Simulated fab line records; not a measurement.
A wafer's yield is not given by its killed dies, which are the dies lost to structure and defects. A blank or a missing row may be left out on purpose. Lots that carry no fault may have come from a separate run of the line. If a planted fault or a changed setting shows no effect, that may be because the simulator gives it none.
8D (eight disciplines) problem report, filled in by code / flow nand harc / the parts of the form that need people (team, actions taken, sign-off) are left out

1. PROBLEM STATEMENT
Wafers without a fault read 0.997 a.u., standard deviation 0.0096; oes product au at NHARC_A_M0_ETCH_34 reads a mean of 0.823 a.u. on 2 wafers belonging to 2 lots. Relative to the usual mean, that is a shift of -18 standard deviations.
The step: etches the open film in N2/H2, target depth 40 nm, overetch 12 nm, time 43.94 s.
First observed at day 21 22:17: wafer L488.3, on rie diel-03. The record has a number at this step for 38 wafers belonging to 13 lots. The rule behind "out" and "out of limits": a value lying over 4 standard deviations away from the usual mean. All remaining wafers that have a number are taken as sound.

2. WHAT IT IS, AND WHAT IT ISN'T
question=which readings at this step | is=oes product au | is not=bias w, drypump motor current A, throttle valve pct
question=which lots | is=L488, L489 | is not=L474, L475, L477, L478, L479, L480, L481, L491, L492, L493, L494
question=which wafers of those lots | is=L488.3, L489.3 | is not=L488.5, L488.6, L489.1
question=read on which tools | is=rie diel-03 | is not=rie diel-07, rie diel-12
question=when | is=from day 21 22:17 | is not=up to then (23 sound wafers); but 13 sound wafers of L489, L491, L492, L493, L494 came after

3. WHAT RULES OUT EACH SUSPECT
Counting: any tool at a process step up to the reading remains a suspect provided it ran every lot that is out. Sound lots after the first of them don't rule it out here, since some wafers of a struck lot are sound.
- rie diel-03 at NHARC_A_M0_ETCH_34 (etches the open film in N2/H2, target depth 40 nm, overetch 12 nm, time 43.94 s): kept. Every lot that is out went through it, the first being L488 (day 21 22:17); the last sound lot it ran before that was L480 (day 20 05:11). On those wafers its own readings are out: oes product au.
Remaining after the count: rie diel-03 at NHARC_A_M0_ETCH_34.

4. THE CAUSE (what the simulator had put in)
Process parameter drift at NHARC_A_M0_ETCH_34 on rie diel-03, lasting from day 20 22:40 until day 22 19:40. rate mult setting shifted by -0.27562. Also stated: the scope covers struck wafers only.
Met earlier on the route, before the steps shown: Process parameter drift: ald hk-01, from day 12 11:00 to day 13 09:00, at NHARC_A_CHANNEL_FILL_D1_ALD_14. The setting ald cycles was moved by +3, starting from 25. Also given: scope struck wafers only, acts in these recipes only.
The count eliminated every tool but this one.

5. THE CHAIN OF EFFECTS, in route order
One row per reading whose mean, taken over the struck wafers that have a number, lies over 3 standard deviations from the usual. Only readings whose record carries a usual standard deviation are examined. hours: median over the lots of the time between each lot's start at the first step of this table that gives one and its start at this step. sigmas: the change, counted in usual standard deviations.
hours=0; step=NHARC_A_M0_ETCH_34; reading=oes product au; usual=0.997 a.u.; on struck wafers=0.823; change=-0.174; sigmas=-18
Its process steps:
- NHARC_A_M0_ETCH_34: etches the open film in N2/H2, target depth 40 nm, overetch 12 nm, time 43.94 s.

6. HOW IT WOULD HAVE BEEN CAUGHT EARLIER
First out-of-limits reading in this record: day 21 22:17, which is 24 hours after fault onset at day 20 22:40.
